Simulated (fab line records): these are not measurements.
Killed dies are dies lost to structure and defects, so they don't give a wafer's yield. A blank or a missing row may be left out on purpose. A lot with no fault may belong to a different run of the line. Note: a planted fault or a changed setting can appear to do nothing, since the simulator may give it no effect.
fab line records	flow nandHarc
record lots=11	wafers=33	lastDay=33
route steps=1302 shown A_CHANNEL_HOLE_D1@471 A_CHANNEL_FILL_D1@495 END@1302
lots with no fault: from the same line, run without faults
startH: start of the lot's first displayed wafer, in hours after the record's first day	waitH: hours elapsed since this lot's preceding step	" as in the row above	L1.1+2: several wafers, shown together as one row	- no value, or no start was given	* or withheld: withheld	< > ~ a bound
route shown NAME@n: NAME is a module with steps in the file, n the number in the route of the first one	usual: mean/standard deviation of fault-free wafers	same: alike in all rows	chamber/n: place in a boat	sites: the reading at each site	_std_site: how widely they spread, as a standard deviation	_edge_site: the outer-site mean with the inner-site mean subtracted	radiusMm: how far each site lies from the wafer's centre	mask NAME#n: copy n	behind: the tool/chamber that last shaped the wafer	hold: the reason the lot was held/the length of the hold in hours/how it ended	device: which transistor (n, p or np) failed to switch	end of line: tests run on the same wafers once the route is complete	a step without rows: its recipe alone	killed: dies lost to structure and defects at the first sort, not the wafer's yield	map: a wafer's dies, x killed, . not, _ none there
set.NAME: the setting as run; set.NAME@STEP: as run at that earlier step	model.NAME: the simulator's own value behind a step, which no gauge read
one table for each step of the route and one row for each wafer, over a sample of lots
services: from which hour (startH, from the record's first day; less than 0 if before it) a tool's chamber was out of use, for how many hours, and why
## steps
# step NHARC_A_CHANNEL_HOLE_D1_ETCH_19
# recipe biasV=1200	sourceW=2500	pressureMtorr=15	timeS=34.5	arFlowSccm=375	c4f8FlowSccm=28.8	o2FlowSccm=96.2	tempC=-20	targetDepthA=*	chemistry=C4F8/O2/Ar
# usual drypumpMotorCurrentA=5.83/0.18	showerheadPlenumPTorr=3.62/0.16	throttleValvePct=37.037/0.0093
lot.wafer	tool	chamber	startH	waitH	drypumpMotorCurrentA	rfHoursCounterH	showerheadPlenumPTorr	throttleValvePct
L931.1	harEtch-01	1	194.08	0.1	5.65	91	3.64	37.030
L931.2	"	0	"	"	6.05	91	3.56	37.036
L931.5	"	1	"	"	5.65	-	3.64	37.028
L934.1	harEtch-01	0	226.62	0.1	6.07	106	3.55	37.035
L934.2	"	1	"	"	5.64	106	3.63	37.038
L934.5	"	1	"	"	5.65	-	3.63	37.023
L938.2	harEtch-01	1	258.50	0.1	5.66	133	3.61	37.034
L938.1	"	0	"	"	6.07	133	3.54	37.047
L938.4	"	0	"	"	6.06	-	3.54	37.029
L937.1	harEtch-02	1	260.41	0.1	5.98	327	3.43	37.039
L937.3	"	1	"	"	6.00	-	3.43	37.031
L937.5	"	0	"	"	5.70	-	3.62	37.038
L940.3	harEtch-01	0	275.43	2.1	6.06	-	3.53	37.038
L940.6	"	0	"	"	6.05	-	3.53	37.037
L940.5	"	1	"	"	5.63	-	3.61	37.047
L948.1	harEtch-02	0	356.88	2.9	5.70	410	3.59	37.045
L948.4	"	0	"	"	5.68	-	3.59	37.035
L948.5	"	0	"	"	5.69	-	3.59	37.035
L949.1	harEtch-01	1	380.49	0.1	5.63	202	3.57	37.038
L949.5	"	1	"	"	5.65	-	3.57	37.034
L949.6	"	0	"	"	6.04	-	3.50	37.033
L951.3	harEtch-01	1	392.98	5.9	5.63	-	3.57	37.042
L951.4	"	0	"	"	6.07	-	3.49	37.055
L951.5	"	0	"	"	6.06	-	3.49	37.019
L950.2	harEtch-02	1	394.02	5.8	6.01	0	3.97	37.036
L950.3	"	0	"	"	5.71	-	3.99	37.023
L950.5	"	1	"	"	6.00	-	3.97	37.039
L953.2	harEtch-02	0	402.84	0.1	5.71	8	3.98	37.031
L953.4	"	0	"	"	5.70	-	3.98	37.033
L953.6	"	0	"	"	5.69	-	3.98	37.035
L952.1	harEtch-01	1	404.77	1.2	5.65	225	3.56	37.036
L952.3	"	1	"	"	5.65	-	3.56	37.032
L952.5	"	1	"	"	5.65	-	3.56	37.024
# step NHARC_A_CHANNEL_HOLE_D1_ETCH_20
# recipe biasV=3000	sourceW=withheld	pressureMtorr=20	timeS=361.9	arFlowSccm=375	c4f8FlowSccm=89.3	o2FlowSccm=35.7	tempC=-20	targetDepthA=16000	chemistry=C4F8/O2/Ar
# usual drypumpMotorCurrentA=5.83/0.18	showerheadPlenumPTorr=3.59/0.15	throttleValvePct=32.155/0.0089
lot.wafer	tool	chamber	startH	waitH	drypumpMotorCurrentA	rfHoursCounterH	showerheadPlenumPTorr	throttleValvePct
L931.1	harEtch-01	1	194.19	0.1	5.63	91	3.60	32.150
L931.2	"	0	"	"	6.04	91	3.52	32.151
L931.5	"	1	"	"	5.63	-	3.60	32.151
L934.1	harEtch-01	0	226.73	0.1	6.06	106	3.52	32.164
L934.2	"	1	"	"	5.65	106	3.59	32.162
L934.5	"	1	"	"	5.62	-	3.59	32.163
L938.2	harEtch-01	1	258.62	0.1	5.64	133	3.58	32.152
L938.1	"	0	"	"	6.04	133	3.50	32.152
L938.4	"	0	"	"	6.05	-	3.50	32.163
L937.1	harEtch-02	1	260.55	0.1	6.01	327	3.40	32.144
L937.3	"	1	"	"	6.00	-	3.40	32.143
L937.5	"	0	"	"	5.69	-	3.58	32.156
L940.3	harEtch-01	0	275.61	0.2	6.07	-	3.50	32.158
L940.6	"	0	"	"	6.06	-	3.50	32.138
L940.5	"	1	"	"	5.63	-	3.57	32.156
L948.1	harEtch-02	0	357.00	0.1	5.71	410	3.55	32.154
L948.4	"	0	"	"	5.70	-	3.55	32.166
L948.5	"	0	"	"	5.71	-	3.55	32.162
L949.1	harEtch-01	1	380.61	0.1	5.62	202	3.54	32.159
L949.5	"	1	"	"	5.63	-	3.54	32.147
L949.6	"	0	"	"	6.04	-	3.47	32.169
L951.3	harEtch-01	1	393.15	0.2	5.63	-	3.53	32.149
L951.4	"	0	"	"	6.05	-	3.46	32.138
L951.5	"	0	"	"	6.05	-	3.46	32.161
L950.2	harEtch-02	1	394.16	0.1	5.98	0	3.91	32.150
L950.3	"	0	"	"	5.72	-	3.93	32.156
L950.5	"	1	"	"	6.00	-	3.91	32.150
L953.2	harEtch-02	0	402.99	0.1	5.70	8	3.93	32.149
L953.4	"	0	"	"	5.72	-	3.93	32.156
L953.6	"	0	"	"	5.70	-	3.93	32.161
L952.1	harEtch-01	1	404.88	0.1	5.64	225	3.53	32.157
L952.3	"	1	"	"	5.64	-	3.53	32.166
L952.5	"	1	"	"	5.65	-	3.53	32.139
# step NHARC_A_CHANNEL_HOLE_D1_ETCH_33
# recipe biasV=400	sourceW=2000	pressureMtorr=25	timeS=90	arFlowSccm=375	c4f8FlowSccm=41.7	o2FlowSccm=83.3	tempC=-20	targetDepthA=4000	chemistry=C4F8/O2/Ar
# usual drypumpMotorCurrentA=5.83/0.18	showerheadPlenumPTorr=3.62/0.16	throttleValvePct=27.620/0.01
lot.wafer	tool	chamber	startH	waitH	drypumpMotorCurrentA	rfHoursCounterH	showerheadPlenumPTorr	throttleValvePct
L931.1	harEtch-01	1	198.07	0.2	5.64	95	3.63	27.635
L931.2	"	0	"	"	6.05	95	3.56	27.610
L931.5	"	1	"	"	5.64	-	3.63	27.628
L934.1	harEtch-01	0	230.61	0.2	6.04	110	3.55	27.616
L934.2	"	1	"	"	5.64	110	3.62	27.625
L934.5	"	1	"	"	5.63	-	3.62	27.621
L938.2	harEtch-01	1	262.48	0.2	5.62	136	3.61	27.615
L938.1	"	0	"	"	6.04	136	3.54	27.612
L938.4	"	0	"	"	6.07	-	3.53	27.584
L937.1	harEtch-02	1	264.41	0.2	5.98	330	3.43	27.606
L937.3	"	1	"	"	5.97	-	3.43	27.615
L937.5	"	0	"	"	5.68	-	3.62	27.602
L940.3	harEtch-01	0	279.43	0.2	6.09	-	3.53	27.622
L940.6	"	0	"	"	6.07	-	3.53	27.625
L940.5	"	1	"	"	5.63	-	3.60	27.620
L948.1	harEtch-02	0	360.85	0.2	5.68	414	3.58	27.604
L948.4	"	0	"	"	5.69	-	3.58	27.644
L948.5	"	0	"	"	5.68	-	3.58	27.613
L949.1	harEtch-01	1	384.45	0.2	5.62	206	3.57	27.619
L949.5	"	1	"	"	5.65	-	3.57	27.626
L949.6	"	0	"	"	6.07	-	3.50	27.608
L951.3	harEtch-01	1	396.98	0.2	5.65	-	3.57	27.616
L951.4	"	0	"	"	6.06	-	3.49	27.606
L951.5	"	0	"	"	6.04	-	3.49	27.616
L950.2	harEtch-02	1	398.00	0.2	5.99	4	3.96	27.604
L950.3	"	0	"	"	5.70	-	3.98	27.644
L950.5	"	1	"	"	5.98	-	3.96	27.604
L953.2	harEtch-02	0	406.83	0.2	5.70	11	3.97	27.612
L953.4	"	0	"	"	5.69	-	3.97	27.606
L953.6	"	0	"	"	5.70	-	3.97	27.615
L952.1	harEtch-01	1	408.73	0.2	5.65	229	3.56	27.615
L952.3	"	1	"	"	5.64	-	3.56	27.609
L952.5	"	1	"	"	5.65	-	3.56	27.615
# step NHARC_A_CHANNEL_FILL_D1_ALD_15
# recipe targetThkA=20	pulseTimeS=60	aldCycles=19	tempC=630	pressureTorr=2	material=SiNx
# usual aldCycles=19/0	precursorPulseHeightRel=1.001/0.021
lot.wafer	tool	chamber	startH	waitH	aldCycles	precursorPulseHeightRel
L931.1	aldSinBatch-02	0	210.15	-	19	0.992
L931.2	"	0	"	"	19	0.995
L931.5	"	0	"	"	19	0.976
L934.1	aldSinBatch-01	0	243.17	-	19	1.004
L934.2	"	0	"	"	19	1.032
L934.5	"	0	"	"	19	1.007
L937.1	aldSinBatch-03	0	275.02	-	24	1.029
L937.3	"	0	"	"	24	1.024
L937.5	"	0	"	"	24	0.989
L938.1	aldSinBatch-03	0	275.02	-	24	0.979
L938.2	"	0	"	"	24	1.011
L938.4	"	0	"	"	24	1.007
L940.3	aldSinBatch-03	0	291.41	-	24	1.010
L940.5	"	0	"	"	24	0.999
L940.6	"	0	"	"	24	0.982
L948.1	aldSinBatch-01	0	371.54	-	19	0.998
L948.4	"	0	"	"	19	0.992
L948.5	"	0	"	"	19	1.006
L949.1	aldSinBatch-02	0	396.49	-	19	1.052
L949.5	"	0	"	"	19	1.030
L949.6	"	0	"	"	19	1.018
L951.3	aldSinBatch-03	0	408.99	-	19	1.009
L951.4	"	0	"	"	19	1.025
L951.5	"	0	"	"	19	0.968
L950.2	aldSinBatch-02	0	413.25	-	19	0.989
L950.3	"	0	"	"	19	0.979
L950.5	"	0	"	"	19	1.024
L952.1	aldSinBatch-01	0	418.80	-	19	0.976
L952.3	"	0	"	"	19	1.012
L952.5	"	0	"	"	19	1.001
L953.2	aldSinBatch-01	0	418.80	-	19	1.015
L953.4	"	0	"	"	19	1.010
L953.6	"	0	"	"	19	0.985
# step NHARC_A_CHANNEL_FILL_D1_ALD_16
# recipe targetThkA=15	pulseTimeS=10	aldCycles=15	tempC=300	material=SiO2
# usual heaterPowerW=429/35	precursorPulseHeightRel=1.001/0.019
lot.wafer	tool	chamber	startH	waitH	heaterPowerW	precursorPulseHeightRel
L931.2	aldHk-02	3	212.22	0.0	432	1.006
L931.1	"	0	"	"	395	1.013
L931.5	"	3	"	"	441	0.977
L934.2	aldHk-03	3	245.45	0.2	427	0.992
L934.1	"	2	"	"	433	0.978
L934.5	"	0	"	"	460	1.025
L938.2	aldHk-02	2	277.04	0.0	441	1.001
L938.4	"	3	"	"	440	1.002
L938.1	"	1	"	"	533	0.994
L937.3	aldHk-03	2	277.04	0.0	434	1.007
L937.1	"	0	"	"	472	1.003
L937.5	"	3	"	"	423	1.016
L940.3	aldHk-03	2	293.52	0.1	432	1.009
L940.6	"	0	"	"	479	0.991
L940.5	"	1	"	"	411	1.012
L948.1	aldHk-01	2	373.60	0.0	403	1.021
L948.4	"	3	"	"	388	0.957
L948.5	"	2	"	"	405	1.010
L949.1	aldHk-02	3	398.52	0.0	448	1.005
L949.5	"	3	"	"	460	0.973
L949.6	"	0	"	"	397	0.985
L951.3	aldHk-01	0	411.15	0.1	429	1.002
L951.4	"	1	"	"	419	0.973
L951.5	"	2	"	"	406	0.984
L950.3	aldHk-03	2	415.32	0.1	428	1.019
L950.2	"	3	"	"	433	1.011
L950.5	"	2	"	"	428	0.990
L953.4	aldHk-01	1	420.89	0.0	414	0.991
L953.2	"	3	"	"	392	0.952
L953.6	"	1	"	"	410	1.010
L952.3	aldHk-03	0	420.91	0.1	458	1.029
L952.1	"	1	"	"	396	0.997
L952.5	"	0	"	"	461	0.983
# step NHARC_END_SORT_01
# recipe tempC=25
# usual killedAtArray=59/20	killedAtOther=0.8/1	killedAtPeriphery=3.2/2.1	killedDies=63/21	killedOpen=3.0/1.9	killedShort=2.3/1.5
# same grossDies=677
lot.wafer	tool	chamber	startH	waitH	killedAtArray	killedAtOther	killedAtPeriphery	killedDies	killedOpen	killedShort
L938.1	prober-02	0	637.52	2.5	74	0	4	78	3	0
L938.2	prober-02	0	638.31	2.8	74	0	2	76	3	1
L938.4	prober-02	0	639.89	3.4	75	0	6	81	2	4
L937.1	prober-02	0	645.30	2.5	56	0	9	65	6	1
L937.3	prober-02	0	646.93	3.1	57	0	7	64	4	4
L937.5	prober-02	0	648.55	3.8	56	0	4	60	2	1
L940.3	prober-01	0	654.28	3.1	34	3	6	43	1	3
L940.5	prober-01	0	655.85	3.7	42	2	4	48	7	4
L940.6	prober-01	0	656.64	3.9	37	1	2	40	1	4
L952.1	prober-01	0	779.67	2.5	70	0	4	74	2	1
L952.3	prober-01	0	781.27	3.1	60	1	3	64	7	1
L952.5	prober-01	0	782.87	3.7	54	1	6	61	0	0
L953.2	prober-01	0	796.12	2.8	55	0	5	60	3	0
L953.4	prober-01	0	797.73	3.4	50	0	4	54	0	1
L953.6	prober-01	0	799.34	4.0	50	2	4	56	0	4
# killed by level:class
L938.1 A_SLIT:chamberFilmFlake=36 A_CHANNEL_HOLE_D2:chamberFilmFlake=19 A_STAIRCASE:chamberFilmFlake=5 A_CHANNEL_HOLE_D1:chamberFilmFlake=4 P_M2:chamberFilmFlake=2 A_ZERO_WELL:chamberFilmFlake=2 A_CONTACT:chamberFilmFlake=2 A_ONON_D1:geometricParticle:open=1
L938.2 A_SLIT:chamberFilmFlake=35 A_CHANNEL_HOLE_D2:chamberFilmFlake=29 A_CONTACT:chamberFilmFlake=3 A_CHANNEL_FILL_D1:geometricParticle:open=2 A_CHANNEL_HOLE_D1:chamberFilmFlake=2 A_CHANNEL_HOLE_D2:geometricParticle:open=1 A_M0:geometricParticle:short=1 P_ZERO_WELL:chamberFilmFlake=1
L938.4 A_CHANNEL_HOLE_D2:chamberFilmFlake=30 A_SLIT:chamberFilmFlake=28 A_STAIRCASE:chamberFilmFlake=5 A_CHANNEL_HOLE_D1:chamberFilmFlake=4 P_ZERO_WELL:chamberFilmFlake=3 A_CHANNEL_FILL_D2:chamberFilmFlake=3 P_GATE:geometricParticle:open=1 P_CONTACT:geometricParticle:short=1
L937.1 A_CHANNEL_HOLE_D1:chamberFilmFlake=22 A_CHANNEL_HOLE_D2:chamberFilmFlake=13 A_STAIRCASE:chamberFilmFlake=8 P_GATE:chamberFilmFlake=5 A_CONTACT:chamberFilmFlake=4 A_CHANNEL_FILL_D1:chamberFilmFlake=2 A_DECK1_JOINT:chamberFilmFlake=2 P_GATE:geometricParticle:open=1
L937.3 A_CHANNEL_HOLE_D1:chamberFilmFlake=23 A_CHANNEL_HOLE_D2:chamberFilmFlake=17 A_STAIRCASE:chamberFilmFlake=5 P_GATE:chamberFilmFlake=4 A_CONTACT:chamberFilmFlake=4 A_ONON_D2:geometricParticle:short=3 P_CONTACT:geometricParticle:open=2 P_CONTACT:geometricParticle:short=1
L937.5 A_CHANNEL_HOLE_D1:chamberFilmFlake=24 A_CHANNEL_HOLE_D2:chamberFilmFlake=15 A_STAIRCASE:chamberFilmFlake=5 A_CONTACT:chamberFilmFlake=5 P_GATE:chamberFilmFlake=4 A_CHANNEL_FILL_D1:chamberFilmFlake=2 A_SLIT:chamberFilmFlake=2 A_CHANNEL_FILL_D2:geometricParticle:short=1
L940.3 A_CHANNEL_HOLE_D2:chamberFilmFlake=19 P_BONDPAD:chamberFilmFlake=3 A_CHANNEL_HOLE_D1:chamberFilmFlake=3 A_CHANNEL_FILL_D2:chamberFilmFlake=3 THIN_TSV:chamberFilmFlake=3 P_ZERO_WELL:chamberFilmFlake=2 A_STAIRCASE:chamberFilmFlake=2 A_CONTACT:chamberFilmFlake=2
L940.5 A_CHANNEL_HOLE_D2:chamberFilmFlake=15 A_STAIRCASE:chamberFilmFlake=5 A_CONTACT:chamberFilmFlake=5 A_CHANNEL_HOLE_D1:chamberFilmFlake=3 A_WL_FILL:geometricParticle:open=2 A_SLIT:chamberFilmFlake=2 A_BONDPAD:chamberFilmFlake=2 THIN_TSV:chamberFilmFlake=2
L940.6 A_CHANNEL_HOLE_D2:chamberFilmFlake=12 A_CONTACT:chamberFilmFlake=7 A_CHANNEL_HOLE_D1:chamberFilmFlake=6 A_WL_FILL:chamberFilmFlake=3 A_SOURCE_PLATE:geometricParticle:short=2 P_BONDPAD:chamberFilmFlake=2 A_CHANNEL_FILL_D2:chamberFilmFlake=2 A_BONDPAD:chamberFilmFlake=2
L952.1 A_CHANNEL_HOLE_D2:chamberFilmFlake=31 A_CHANNEL_HOLE_D1:chamberFilmFlake=18 A_SLIT:chamberFilmFlake=8 A_CONTACT:chamberFilmFlake=7 P_GATE:chamberFilmFlake=3 A_STAIRCASE:chamberFilmFlake=2 A_CHANNEL_FILL_D2:geometricParticle:open=1 A_SGD_CUT:geometricParticle:short=1
L952.3 A_CHANNEL_HOLE_D2:chamberFilmFlake=28 A_CHANNEL_HOLE_D1:chamberFilmFlake=14 A_SLIT:chamberFilmFlake=6 A_CONTACT:chamberFilmFlake=4 A_CHANNEL_FILL_D2:geometricParticle:open=2 P_GATE:geometricParticle:open=1 P_M0:geometricParticle:open=1 A_DECK1_JOINT:geometricParticle:open=1
L952.5 A_CHANNEL_HOLE_D2:chamberFilmFlake=24 A_CHANNEL_HOLE_D1:chamberFilmFlake=17 A_SLIT:chamberFilmFlake=7 A_CONTACT:chamberFilmFlake=4 P_ZERO_WELL:chamberFilmFlake=3 P_GATE:chamberFilmFlake=2 A_STAIRCASE:chamberFilmFlake=2 P_STI:chamberFilmFlake=1
L953.2 A_CHANNEL_HOLE_D2:chamberFilmFlake=29 A_STAIRCASE:chamberFilmFlake=9 A_SLIT:chamberFilmFlake=7 A_CONTACT:chamberFilmFlake=7 P_GATE:chamberFilmFlake=3 P_CONTACT:geometricParticle:open=1 A_CHANNEL_FILL_D2:geometricParticle:open=1 A_BLC:geometricParticle:open=1
L953.4 A_CHANNEL_HOLE_D2:chamberFilmFlake=34 A_SLIT:chamberFilmFlake=5 A_CONTACT:chamberFilmFlake=5 A_STAIRCASE:chamberFilmFlake=4 P_GATE:chamberFilmFlake=3 A_ONON_D1:geometricParticle:short=1 P_M2:chamberFilmFlake=1 A_WL_FILL:chamberFilmFlake=1
L953.6 A_CHANNEL_HOLE_D2:chamberFilmFlake=29 A_SLIT:chamberFilmFlake=6 A_STAIRCASE:chamberFilmFlake=4 A_CONTACT:chamberFilmFlake=4 A_CHANNEL_FILL_D1:chamberFilmFlake=3 THIN_TSV:chamberFilmFlake=2 P_CONTACT:geometricParticle:short=1 A_CHANNEL_FILL_D1:geometricParticle:short=1
## services
tool	chamber	startH	hours	kind
aldHk-02	-	172.56	10.0	pm
aldHk-03	-	178.32	3.1	repair
aldHk-03	-	217.79	10.0	pm
aldHk-03	0	217.79	10.0	ventCycle
aldHk-03	1	217.79	10.0	ventCycle
aldHk-03	2	217.79	10.0	ventCycle
aldHk-03	3	217.79	10.0	ventCycle
harEtch-02	1	228.14	-	consumableReplace:focusRing
harEtch-02	1	228.14	17.0	scheduledDown
harEtch-02	1	228.14	17.0	ventCycle
aldSinBatch-02	-	269.03	26.0	pm
aldHk-02	-	284.76	0.8	repair
harEtch-02	1	302.87	-	consumableReplace:showerhead
harEtch-02	1	302.87	17.0	scheduledDown
harEtch-02	1	302.87	17.0	ventCycle
harEtch-02	-	377.00	17.0	pm
harEtch-02	0	377.00	17.0	ventCycle
harEtch-02	1	377.00	17.0	ventCycle
harEtch-02	0	394.00	-	clean
harEtch-02	0	394.00	-	consumableReplace:focusRing
harEtch-02	0	394.00	-	consumableReplace:showerhead
harEtch-02	1	394.00	-	clean
harEtch-02	1	394.00	-	consumableReplace:esc
aldHk-03	-	395.79	10.0	pm
## key
firstSign step=NHARC_A_CHANNEL_FILL_D1_ALD_15	reading=aldCycles	direction=up	sigmas=99+	usual=19	struck=24
effect none on later readings
metAt NHARC_A_CHANNEL_FILL_D1_ALD_15,NHARC_A_CHANNEL_FILL_D1_ALD_16
struckLots L937,L938,L940
testerLeftOut L937,L938,L940
notActingAt NHARC_A_CHANNEL_HOLE_D1_ETCH_19,NHARC_A_CHANNEL_HOLE_D1_ETCH_20,NHARC_A_CHANNEL_HOLE_D1_ETCH_33
onsetBetween 245.45 275.02
fault kind=processParameterDrift	tool=aldSinBatch-03	chamber=-	onsetH=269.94	steps=NHARC_A_CHANNEL_FILL_D1_ALD_15	channel=aldCycles	offset=5	shape=step	endH=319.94	actsIn=theseRecipesOnly	stated=19
fault kind=processParameterDrift	tool=aldHk-03	chamber=-	onsetH=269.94	steps=NHARC_A_CHANNEL_FILL_D1_ALD_16	channel=aldCycles	offset=-5	shape=step	endH=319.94	actsIn=theseRecipesOnly	stated=15
# testerLeftOut: of these lots the tester's yield and bins aren't shown, on N5 and GAA mostly nor the transistor test; their killed dies are dies lost to structure and defects alone, not to doping, threshold or leakage, so they don't give the yield
